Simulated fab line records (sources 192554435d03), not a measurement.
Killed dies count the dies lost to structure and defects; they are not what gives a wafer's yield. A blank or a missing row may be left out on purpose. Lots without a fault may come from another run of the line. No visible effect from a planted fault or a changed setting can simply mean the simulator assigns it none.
fab line records + flow n5-finfet
record:
- lots: 5
- wafers: 15
- last-day: 16
route steps=1938 shown BEOL_M7@1268 PASSIVATION@1936
lots with no fault: from the same line, run without faults
start-h: the number of hours between the record's first day and the start of the first shown wafer of the lot + wait-h: hours since the lot's step before + " repeats the value in the row above + L1.1+2: several wafers, shown together as one row + - value missing, or start not given + * or withheld: withheld + < > ~ a bound
route shown NAME@n: names a module that has steps shown in the file, with the first one's number in the route + usual: mean and standard deviation over wafers with no fault + same: alike in all rows + chamber/n: place in a boat + sites: each site's reading + _std_site: the values' standard deviation + _edge_site: the outer-site mean with the inner-site mean subtracted + radius-mm: how far each site lies from the wafer's centre + mask NAME#n: copy n + behind: the most recent tool/chamber to have shaped the wafer + hold: why the lot went on hold/how many hours it stayed there/how the hold came to an end + device: the transistor (n, p or np) that didn't switch + end of line: the route-end tests of the same wafers + a step given without rows: its recipe and nothing more + killed: count of dies lost to structure and defects at first sort (not the wafer's yield) + map: dies across one wafer; x = killed, . = not, _ = none there
set.NAME: the setting that was run; set.NAME@STEP: the one run at that earlier step + model.NAME: the simulator's own value behind a step, which no gauge read
lots at some steps of the route; a table a step, a row a wafer
services: the hour from which a tool's chamber was out of use, counted from the record's first day as start-h (under 0 if before that day), plus the number of hours and why
== steps ==
step: N5_BEOL_M7_COAT_59
recipe:
- resist: SOC
- temp-c: 250
- time-s: 60
- spin-rpm: 1500
- resist-thk-nm: 100
step: N5_BEOL_M7_COAT_60
recipe:
- resist: SiARC
- temp-c: 220
- time-s: 60
- spin-rpm: 1500
- resist-thk-nm: 35
step: N5_BEOL_M7_COAT_05
recipe:
- resist: CAR-ArF
- spin-rpm: 1500
- resist-thk-nm: 90
step: N5_BEOL_M7_EBR_07
recipe:
- solvent: PGMEA
- ebr-width-mm: 1.5
step: N5_BEOL_M7_SOFTBAKE_06
recipe:
- temp-c: 110
- time-s: 60
- resist: CAR-ArF
step: N5_BEOL_M7_EXPOSE_08
recipe:
- mask-id: M7
- na: 1.35
- source-shape: dipole
- sigma-inner: 0.817
- sigma-outer: 0.97
- polarization: te
- dose-mj: 68.25
step: N5_BEOL_M7_PEB_09
recipe:
- peb-temp-c: withheld
- peb-time-s: 60
- resist: CAR-ArF
step: N5_BEOL_M7_DEVELOP_10
recipe:
- develop-time-s: 30
- developer: TMAH
- resist: CAR-ArF
- rinse-liquid: diw
- dry: air-spin
- dev-temp-c: 23
step: N5_BEOL_M7_CD_MEAS_11
recipe:
- target-cd-nm: 38.5
- landing-energy-ev: 500
- detector: se-inlens
- polarity: opening
usual:
- cd-nm: 38.6/0.66
| lot.wafer | tool      | chamber | start-h | wait-h | cd-nm |
|-----------|-----------|---------|---------|--------|-------|
| L400.1    | cd-sem-03 | 0       | 200.18  | -      | 38.8  |
| L400.2    | "         | 0       | "       | "      | 40.3  |
| L400.4    | "         | 0       | "       | "      | 38.7  |
| L406.1    | cd-sem-03 | 0       | 239.54  | -      | 38.5  |
| L406.4    | "         | 0       | "       | "      | 37.7  |
| L406.6    | "         | 0       | "       | "      | 39.3  |
| L413.2    | cd-sem-02 | 0       | 287.48  | -      | 38.0  |
| L413.3    | "         | 0       | "       | "      | 38.5  |
| L413.5    | "         | 0       | "       | "      | 38.6  |
| L414.2    | cd-sem-01 | 0       | 300.92  | -      | 37.5  |
| L414.4    | "         | 0       | "       | "      | 38.9  |
| L414.6    | "         | 0       | "       | "      | 38.4  |
| L416.1    | cd-sem-01 | 0       | 307.37  | -      | 39.4  |
| L416.3    | "         | 0       | "       | "      | 38.1  |
| L416.5    | "         | 0       | "       | "      | 38.9  |
step: N5_BEOL_M7_OVL_MEAS_12
recipe:
- points-per-wafer: 44
usual:
- M7_OVL: 0.4/0.79
| lot.wafer | tool       | chamber | start-h | wait-h | M7_OVL[nm] |
|-----------|------------|---------|---------|--------|------------|
| L400.1    | overlay-02 | 0       | 200.21  | 0.0    | -0.6       |
| L400.2    | "          | 0       | "       | "      | 0.0        |
| L400.4    | "          | 0       | "       | "      | 0.3        |
| L406.1    | overlay-01 | 0       | 239.57  | 0.0    | -0.2       |
| L406.4    | "          | 0       | "       | "      | 0.1        |
| L406.6    | "          | 0       | "       | "      | 1.0        |
| L413.2    | overlay-02 | 0       | 287.51  | 0.0    | 0.9        |
| L413.3    | "          | 0       | "       | "      | 0.4        |
| L413.5    | "          | 0       | "       | "      | 1.8        |
| L414.2    | overlay-01 | 0       | 300.95  | 0.0    | 1.0        |
| L414.4    | "          | 0       | "       | "      | 0.9        |
| L414.6    | "          | 0       | "       | "      | 0.9        |
| L416.1    | overlay-02 | 0       | 307.40  | 0.0    | 0.2        |
| L416.3    | "          | 0       | "       | "      | 0.2        |
| L416.5    | "          | 0       | "       | "      | 0.8        |
step: N5_BEOL_M7_INSPECT_13
recipe:
- mode: adi
- inspect-instrument: brightfield
usual:
- raw-defect-count: 406/98
| lot.wafer | tool              | chamber | start-h | wait-h | raw-defect-count |
|-----------|-------------------|---------|---------|--------|------------------|
| L400.1    | defect-inspect-02 | -       | 200.23  | 0.0    | 577              |
| L400.2    | "                 | -       | "       | "      | 491              |
| L400.4    | "                 | -       | "       | "      | 555              |
| L406.1    | defect-inspect-01 | -       | 239.59  | 0.0    | 351              |
| L406.4    | "                 | -       | "       | "      | 569              |
| L406.6    | "                 | -       | "       | "      | 554              |
| L413.2    | defect-inspect-02 | -       | 287.53  | 0.0    | 484              |
| L413.3    | "                 | -       | "       | "      | 396              |
| L413.5    | "                 | -       | "       | "      | 554              |
| L414.2    | defect-inspect-02 | -       | 300.97  | 0.0    | 395              |
| L414.4    | "                 | -       | "       | "      | 626              |
| L414.6    | "                 | -       | "       | "      | 345              |
| L416.1    | defect-inspect-01 | -       | 307.42  | 0.0    | 423              |
| L416.3    | "                 | -       | "       | "      | 295              |
| L416.5    | "                 | -       | "       | "      | 407              |
step: N5_BEOL_M7_DESCUM_16
recipe:
- chemistry: O2
- time-s: 7.9
- source-power-w: 50
- bias-power-w: 20
- pressure-mtorr: 20
- rf-frequency-hz: 2.712e+07
- temp-c: 40
- resist: CAR-ArF
- o2-flow-sccm: 225
usual:
- drypump-motor-current-A: 5.8/0.45
- oes-product-au: 0.82/0.086
- rf-vpp-V: 243.3/1.3
- showerhead-plenum-p-Torr: 2.10/0.069
- throttle-valve-pct: 20.40/0.27
same:
- time-s: 7.9
| lot.wafer | tool        | chamber | start-h | wait-h | drypump-motor-current-A | oes-product-au | rf-hours-counter-h | rf-vpp-V | showerhead-plenum-p-Torr | throttle-valve-pct |
|-----------|-------------|---------|---------|--------|-------------------------|----------------|--------------------|----------|--------------------------|--------------------|
| L400.1    | rie-diel-06 | 1       | 200.27  | 0.0    | 5.4                     | 0.94           | 16                 | 243.1    | 2.05                     | 20.18              |
| L400.2    | "           | 3       | "       | "      | 5.4                     | 0.90           | 41                 | 245.9    | 2.23                     | 20.25              |
| L400.4    | "           | 0       | "       | "      | 6.0                     | 0.83           | 85                 | 244.2    | 2.14                     | 20.71              |
| L406.1    | rie-diel-06 | 3       | 239.77  | 0.2    | 5.4                     | 0.87           | 53                 | 245.3    | 2.23                     | 20.27              |
| L406.4    | "           | 1       | "       | "      | 5.5                     | 0.92           | 27                 | 241.3    | 2.04                     | 20.22              |
| L406.6    | "           | 0       | "       | "      | 6.0                     | 0.82           | -                  | 245.5    | 2.13                     | 20.74              |
| L413.2    | rie-diel-06 | 3       | 287.56  | 0.0    | 5.4                     | 0.86           | 69                 | 244.3    | 2.22                     | 20.30              |
| L413.3    | "           | 1       | "       | "      | 5.5                     | 0.90           | 39                 | 242.3    | 2.04                     | 20.23              |
| L413.5    | "           | 1       | "       | "      | 5.5                     | 0.89           | -                  | 241.6    | 2.04                     | 20.24              |
| L414.2    | rie-diel-02 | 0       | 301.01  | 0.0    | 6.2                     | 0.67           | 248                | 243.6    | 2.15                     | 20.28              |
| L414.4    | "           | 2       | "       | "      | 6.1                     | 0.90           | 33                 | 242.9    | 2.04                     | 20.38              |
| L414.6    | "           | 2       | "       | "      | 6.1                     | 0.89           | -                  | 241.8    | 2.04                     | 20.38              |
| L416.1    | rie-diel-02 | 1       | 307.74  | 0.3    | 6.6                     | 0.76           | 130                | 242.2    | 2.11                     | 20.26              |
| L416.3    | "           | 3       | "       | "      | 5.3                     | 0.80           | 92                 | 242.3    | 2.02                     | 20.25              |
| L416.5    | "           | 3       | "       | "      | 5.3                     | 0.80           | -                  | 242.7    | 2.02                     | 20.24              |
step: N5_BEOL_M7_ETCH_61
recipe:
- chemistry: CF4
- target: SiARC
- target-depth-a: 455
- mask-material: CAR-ArF
- time-s: 75.8
- ion-energy-ev: 80
- pressure-mtorr: 40
- source-w: 545
- bias-w: 36
- Ar_flow_sccm: 100
- cf4-flow-sccm: 100
- ends: cleared
usual:
- drypump-motor-current-A: 5.8/0.45
- etch-rf-on-time-s: 77/3
- oes-product-au: 0.69/0.074
- rf-vpp-V: 184.1/1.1
- showerhead-plenum-p-Torr: 2.15/0.059
- throttle-valve-pct: 15.6/0.31
| lot.wafer | tool        | chamber | start-h | wait-h | drypump-motor-current-A | etch-rf-on-time-s | oes-product-au | rf-hours-counter-h | rf-vpp-V | showerhead-plenum-p-Torr | throttle-valve-pct |
|-----------|-------------|---------|---------|--------|-------------------------|-------------------|----------------|--------------------|----------|--------------------------|--------------------|
| L400.1    | rie-diel-06 | 1       | 200.30  | 0.0    | 5.5                     | 73                | 0.80           | 16                 | 183.6    | 2.10                     | 15.4               |
| L400.2    | "           | 3       | "       | "      | 5.4                     | 77                | 0.73           | 41                 | 185.5    | 2.26                     | 15.3               |
| L400.4    | "           | 0       | "       | "      | 6.0                     | 73                | 0.71           | 85                 | 184.4    | 2.17                     | 15.8               |
| L406.1    | rie-diel-06 | 3       | 239.80  | 0.0    | 5.4                     | 76                | 0.73           | 53                 | 186.6    | 2.25                     | 15.3               |
| L406.4    | "           | 1       | "       | "      | 5.5                     | 71                | 0.79           | 27                 | 183.7    | 2.10                     | 15.4               |
| L406.6    | "           | 0       | "       | "      | 6.0                     | 72                | 0.71           | -                  | 184.7    | 2.17                     | 15.8               |
| L413.2    | rie-diel-06 | 3       | 287.60  | 0.0    | 5.4                     | 137               | 0.61           | 69                 | 186.4    | 2.25                     | 15.4               |
| L413.3    | "           | 1       | "       | "      | 5.5                     | 73                | 0.76           | 39                 | 182.6    | 2.10                     | 15.4               |
| L413.5    | "           | 1       | "       | "      | 5.5                     | 74                | 0.76           | -                  | 183.8    | 2.10                     | 15.4               |
| L414.2    | rie-diel-02 | 0       | 301.04  | 0.0    | 6.2                     | 78                | 0.56           | 248                | 185.2    | 2.21                     | 15.6               |
| L414.4    | "           | 2       | "       | "      | 6.1                     | 78                | 0.75           | 33                 | 184.1    | 2.10                     | 15.5               |
| L414.6    | "           | 2       | "       | "      | 6.1                     | 76                | 0.76           | -                  | 182.4    | 2.10                     | 15.6               |
| L416.1    | rie-diel-02 | 1       | 307.78  | 0.0    | 6.6                     | 79                | 0.65           | 130                | 185.0    | 2.15                     | 15.5               |
| L416.3    | "           | 3       | "       | "      | 5.2                     | 76                | 0.68           | 92                 | 183.9    | 2.08                     | 15.5               |
| L416.5    | "           | 3       | "       | "      | 5.3                     | 75                | 0.68           | -                  | 184.0    | 2.08                     | 15.5               |
step: N5_BEOL_M7_ETCH_62
recipe:
- chemistry: N2/H2
- target: SOC
- target-depth-a: 1100
- overetch-a: 220
- mask-material: SiARC
- temp-c: 40
- time-s: 165
- ion-energy-ev: 200
- pressure-mtorr: 30
- source-w: 840
- bias-w: 150
- n2-flow-sccm: 200
- h2-flow-sccm: 200
usual:
- drypump-motor-current-A: 5.8/0.46
- oes-product-au: 0.69/0.066
- rf-vpp-V: 524.0/2.2
- showerhead-plenum-p-Torr: 2.55/0.074
- throttle-valve-pct: 17.8/0.33
same:
- time-s: 165
| lot.wafer | tool        | chamber | start-h | wait-h | drypump-motor-current-A | oes-product-au | rf-hours-counter-h | rf-vpp-V | showerhead-plenum-p-Torr | throttle-valve-pct |
|-----------|-------------|---------|---------|--------|-------------------------|----------------|--------------------|----------|--------------------------|--------------------|
| L400.1    | rie-diel-06 | 1       | 200.36  | 0.0    | 5.5                     | 0.78           | 16                 | 522.5    | 2.50                     | 17.7               |
| L400.2    | "           | 3       | "       | "      | 5.4                     | 0.74           | 41                 | 528.3    | 2.69                     | 17.4               |
| L400.4    | "           | 0       | "       | "      | 6.0                     | 0.69           | 85                 | 524.7    | 2.58                     | 18.0               |
| L406.1    | rie-diel-06 | 3       | 239.86  | 0.0    | 5.4                     | 0.73           | 53                 | 528.8    | 2.68                     | 17.4               |
| L406.4    | "           | 1       | "       | "      | 5.5                     | 0.76           | 27                 | 522.2    | 2.50                     | 17.7               |
| L406.6    | "           | 0       | "       | "      | 6.0                     | 0.68           | -                  | 526.3    | 2.58                     | 18.0               |
| L413.2    | rie-diel-06 | 3       | 287.66  | 0.0    | 5.4                     | 0.71           | 69                 | 528.2    | 2.68                     | 17.4               |
| L413.3    | "           | 1       | "       | "      | 5.5                     | 0.74           | 39                 | 521.1    | 2.50                     | 17.7               |
| L413.5    | "           | 1       | "       | "      | 5.5                     | 0.74           | -                  | 520.7    | 2.50                     | 17.7               |
| L414.2    | rie-diel-02 | 0       | 301.10  | 0.0    | 6.3                     | 0.57           | 248                | 525.4    | 2.58                     | 17.5               |
| L414.4    | "           | 2       | "       | "      | 6.1                     | 0.76           | 33                 | 523.0    | 2.52                     | 18.1               |
| L414.6    | "           | 2       | "       | "      | 6.1                     | 0.75           | -                  | 522.2    | 2.52                     | 18.1               |
| L416.1    | rie-diel-02 | 1       | 307.83  | 0.0    | 6.7                     | 0.65           | 130                | 523.0    | 2.55                     | 17.6               |
| L416.3    | "           | 3       | "       | "      | 5.3                     | 0.68           | 92                 | 520.2    | 2.46                     | 17.6               |
| L416.5    | "           | 3       | "       | "      | 5.2                     | 0.67           | -                  | 522.6    | 2.46                     | 17.6               |
step: N5_PASSIVATION_PROBE_49
usual:
- defect-limited-yield: 91.1/1.6
- killed_at_M0_to_M3: 35/11
- killed_at_M4_up: 13/5.4
- killed-at-contacts: 13/6.5
- killed-at-front-end: 40/14
- killed-at-other: 4/3.1
- killed-dies: 105/18
- killed-on-rim: 14/4.1
- killed-open: 69/14
- killed-short: 34/7.3
- sort_bin_5_function: 5.2/0.96
- sort_bin_6_memory: 3.4/0.77
- sort-n-pass: 1075/19
- sort-yield-pct: 91.1/1.6
same:
- gross-dies: 1180
- killed-at-back-side: 0
- sort_bin_4_leakage[%]: 0
- sort_bin_8_speed[%]: 0
| lot.wafer | tool      | chamber | start-h | wait-h | defect-limited-yield[%] | killed_at_M0_to_M3 | killed_at_M4_up | killed-at-contacts | killed-at-front-end | killed-at-other | killed-dies | killed-on-rim | killed-open | killed-short | sort_bin_5_function[%] | sort_bin_6_memory[%] | sort-n-pass | sort-yield-pct[%] |
|-----------|-----------|---------|---------|--------|-------------------------|--------------------|-----------------|--------------------|---------------------|-----------------|-------------|---------------|-------------|--------------|------------------------|----------------------|-------------|-------------------|
| L400.1    | prober-01 | -       | 281.59  | 0.0    | 93.2                    | 29                 | 12              | 3                  | 34                  | 2               | 80          | 12            | 49          | 30           | 3.8                    | 2.7                  | 1100        | 93.2              |
| L400.2    | prober-01 | -       | 281.64  | 0.1    | 90.8                    | 29                 | 18              | 13                 | 41                  | 7               | 108         | 13            | 64          | 42           | 5.6                    | 3.4                  | 1072        | 90.8              |
| L400.4    | prober-01 | -       | 281.74  | 0.2    | 93.1                    | 37                 | 7               | 8                  | 26                  | 4               | 82          | 6             | 52          | 29           | 4.6                    | 2.2                  | 1098        | 93.1              |
| L406.1    | prober-02 | -       | 313.51  | 0.0    | 94.2                    | 16                 | 12              | 7                  | 30                  | 4               | 69          | 11            | 46          | 20           | 3.1                    | 2.6                  | 1111        | 94.2              |
| L406.4    | prober-02 | -       | 313.66  | 0.2    | 91.7                    | 34                 | 5               | 11                 | 40                  | 8               | 98          | 15            | 62          | 26           | 4.3                    | 3.0                  | 1082        | 91.7              |
| L406.6    | prober-02 | -       | 313.76  | 0.3    | 89.2                    | 26                 | 8               | 12                 | 74                  | 7               | 127         | 14            | 91          | 35           | 6.7                    | 3.6                  | 1053        | 89.2              |
| L413.2    | prober-01 | -       | 370.03  | 0.1    | 91.5                    | 33                 | 14              | 31                 | 17                  | 5               | 100         | 12            | 59          | 41           | 5.3                    | 2.9                  | 1080        | 91.5              |
| L413.3    | prober-01 | -       | 370.08  | 0.1    | 91.2                    | 42                 | 7               | 15                 | 28                  | 12              | 104         | 6             | 67          | 31           | 5.5                    | 2.8                  | 1076        | 91.2              |
| L413.5    | prober-01 | -       | 370.18  | 0.2    | 91.3                    | 23                 | 18              | 24                 | 33                  | 5               | 103         | 17            | 67          | 32           | 5.8                    | 2.5                  | 1077        | 91.3              |
| L414.2    | prober-01 | -       | 374.11  | 0.1    | 91.5                    | 20                 | 21              | 16                 | 34                  | 9               | 100         | 10            | 65          | 34           | 4.2                    | 4.1                  | 1080        | 91.5              |
| L414.4    | prober-01 | -       | 374.21  | 0.2    | 91.4                    | 39                 | 19              | 7                  | 30                  | 7               | 102         | 15            | 71          | 31           | 5.3                    | 3.1                  | 1078        | 91.4              |
| L414.6    | prober-01 | -       | 374.31  | 0.3    | 93.1                    | 22                 | 13              | 9                  | 27                  | 11              | 82          | 13            | 56          | 24           | 4.2                    | 2.8                  | 1098        | 93.1              |
| L416.1    | prober-02 | -       | 387.41  | 0.0    | 91.4                    | 30                 | 11              | 18                 | 32                  | 10              | 101         | 10            | 65          | 31           | 5.0                    | 3.2                  | 1079        | 91.4              |
| L416.3    | prober-02 | -       | 387.51  | 0.1    | 90.5                    | 42                 | 9               | 9                  | 43                  | 9               | 112         | 14            | 72          | 37           | 5.8                    | 3.5                  | 1068        | 90.5              |
| L416.5    | prober-02 | -       | 387.61  | 0.2    | 90.3                    | 37                 | 12              | 10                 | 45                  | 11              | 115         | 14            | 70          | 43           | 5.5                    | 3.8                  | 1065        | 90.3              |
killed by level:class
L400.1 BEOL_M0_SAQP:geometric-particle:short=9 FIN_SAQP:geometric-particle:open=7 GATE_CUT:geometric-particle:short=7 BEOL_M0_SAQP:geometric-particle:open=7 FIN_SAQP:geometric-particle:short=6 BEOL_M2:geometric-particle:open=6 BEOL_M3:geometric-particle:open=4 BEOL_M4:geometric-particle:open=4
L400.2 MOL_CONTACT_COAG:geometric-particle:open=10 FIN_SAQP:geometric-particle:open=9 FIN_SAQP:geometric-particle:short=6 BEOL_M3:geometric-particle:open=6 BEOL_M0_SAQP:geometric-particle:short=6 ILD0:geometric-particle:short=5 STI_FIN_REVEAL:geometric-particle:open=4 BEOL_M2:geometric-particle:open=4
L400.4 BEOL_M0_SAQP:geometric-particle:short=11 BEOL_M0_SAQP:geometric-particle:open=8 MOL_CONTACT_COAG:geometric-particle:open=7 BEOL_M3:geometric-particle:open=6 DUMMY_GATE:geometric-particle:open=5 BEOL_M1:geometric-particle:open=5 ILD0:geometric-particle:open=4 BEOL_M2:geometric-particle:open=4
L406.1 MOL_CONTACT_COAG:geometric-particle:open=7 FIN_SAQP:geometric-particle:short=5 FIN_SAQP:geometric-particle:open=5 STARTING-WAFER:geometric-particle:open=4 BEOL_M0:geometric-particle:open=4 BEOL_M1:geometric-particle:open=4 BEOL_M7:geometric-particle:open=4 GATE_CUT:geometric-particle:open=3
L406.4 BEOL_M1:geometric-particle:open=10 MOL_CONTACT_COAG:geometric-particle:open=10 HKMG_FIN:area-etch=8 BEOL_M0_SAQP:geometric-particle:open=7 FIN_SAQP:geometric-particle:open=6 STI_FIN_REVEAL:geometric-particle:open=6 BEOL_M0_SAQP:geometric-particle:short=6 FIN_SAQP:geometric-particle:short=5
L406.6 FIN_SAQP:geometric-particle:open=25 STI_FIN_REVEAL:geometric-particle:open=13 FIN_SAQP:geometric-particle:short=11 MOL_CONTACT_COAG:geometric-particle:open=10 BEOL_M3:geometric-particle:open=8 BEOL_M1:geometric-particle:open=7 GATE_CUT:geometric-particle:open=6 BEOL_M0_SAQP:geometric-particle:open=6
L413.2 MOL_CONTACT_COAG:geometric-particle:short=16 MOL_CONTACT_COAG:geometric-particle:open=15 BEOL_M3:geometric-particle:open=12 BEOL_M0_SAQP:geometric-particle:short=7 FIN_SAQP:geometric-particle:short=6 BEOL_M5:geometric-particle:open=6 STI_FIN_REVEAL:geometric-particle:open=4 BEOL_M0_SAQP:geometric-particle:open=4
L413.3 MOL_CONTACT_COAG:geometric-particle:open=14 BEOL_M0_SAQP:geometric-particle:open=8 BEOL_M1:geometric-particle:open=8 BEOL_M2:geometric-particle:open=7 FIN_SAQP:geometric-particle:short=6 BEOL_M3:geometric-particle:open=6 MIM_TOP_ETCH:geometric-particle:open=6 FIN_SAQP:geometric-particle:open=4
L413.5 MOL_CONTACT_COAG:geometric-particle:open=22 FIN_SAQP:geometric-particle:short=12 BEOL_M4:geometric-particle:open=7 STI_FIN_REVEAL:geometric-particle:open=6 BEOL_M0_SAQP:geometric-particle:open=6 BEOL_M0_SAQP:geometric-particle:short=6 FIN_SAQP:geometric-particle:open=5 BEOL_M1:geometric-particle:open=5
L414.2 MOL_CONTACT_COAG:geometric-particle:open=13 FIN_SAQP:geometric-particle:open=7 BEOL_M4:geometric-particle:open=7 STI_FIN_REVEAL:geometric-particle:open=6 BEOL_M3:geometric-particle:open=6 FIN_SAQP:geometric-particle:short=5 BEOL_M0_SAQP:geometric-particle:short=5 PASS1_CAP:geometric-particle:open=4
L414.4 BEOL_M0_SAQP:geometric-particle:open=15 DUMMY_GATE:geometric-particle:open=7 BEOL_M0_SAQP:geometric-particle:short=7 BEOL_M4:geometric-particle:open=6 BEOL_M1:geometric-particle:open=6 STI_FIN_REVEAL:geometric-particle:open=5 FIN_SAQP:geometric-particle:open=4 MOL_CONTACT_COAG:geometric-particle:open=4
L414.6 FIN_SAQP:geometric-particle:open=7 MOL_CONTACT_COAG:geometric-particle:open=7 BEOL_M4:geometric-particle:open=7 STI_FIN_REVEAL:geometric-particle:open=6 BEOL_M2:geometric-particle:open=6 FIN_SAQP:geometric-particle:short=4 BEOL_M1:geometric-particle:open=4 BEOL_M0_SAQP:geometric-particle:short=4
L416.1 MOL_CONTACT_COAG:geometric-particle:open=13 FIN_SAQP:geometric-particle:open=7 BEOL_M0_SAQP:geometric-particle:short=7 STI_FIN_REVEAL:geometric-particle:open=6 BEOL_M3:geometric-particle:open=6 BEOL_M4:geometric-particle:open=6 FIN_SAQP:geometric-particle:short=5 MOL_CONTACT_COAG:geometric-particle:short=5
L416.3 BEOL_M0_SAQP:geometric-particle:short=14 BEOL_M0_SAQP:geometric-particle:open=12 FIN_SAQP:geometric-particle:open=11 FIN_SAQP:geometric-particle:short=8 STI_FIN_REVEAL:geometric-particle:open=8 MOL_CONTACT_COAG:geometric-particle:open=8 BEOL_M4:geometric-particle:open=7 BEOL_M2:geometric-particle:open=5
L416.5 BEOL_M3:geometric-particle:open=8 MOL_CONTACT_COAG:geometric-particle:open=8 FIN_SAQP:geometric-particle:open=7 BEOL_M2:geometric-particle:open=7 FIN_SAQP:geometric-particle:short=6 STI_FIN_REVEAL:geometric-particle:open=6 DUMMY_GATE:geometric-particle:open=6 BEOL_M0_SAQP:geometric-particle:short=5
== services ==
| tool        | chamber | start-h | hours | kind                          |
|-------------|---------|---------|-------|-------------------------------|
| rie-diel-06 | 1       | 268.83  | 5.7   | repair                        |
| rie-diel-02 | 0       | 307.50  | -     | clean                         |
| rie-diel-02 | 0       | 307.50  | -     | consumable-replace:focus-ring |
| rie-diel-02 | 0       | 307.50  | 16.1  | scheduled-down                |
| rie-diel-02 | 0       | 307.50  | 16.1  | vent-cycle                    |
== key ==
first-sign:
- step: N5_BEOL_M7_ETCH_61
- reading: etch-rf-on-time-s
- direction: up
- sigmas: 20
- usual: *
- struck: *
effect none on later readings
met-at N5_BEOL_M7_ETCH_61
struck-wafers L413.2
onset-between 239.80 287.60
fault:
- kind: process-parameter-drift
- tool: rie-diel-06
- chamber: -
- onset-h: 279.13
- steps: N5_BEOL_M7_ETCH_61
- channel: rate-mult
- offset: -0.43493
- shape: step
- end-h: 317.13
- scope: struck-wafers-only
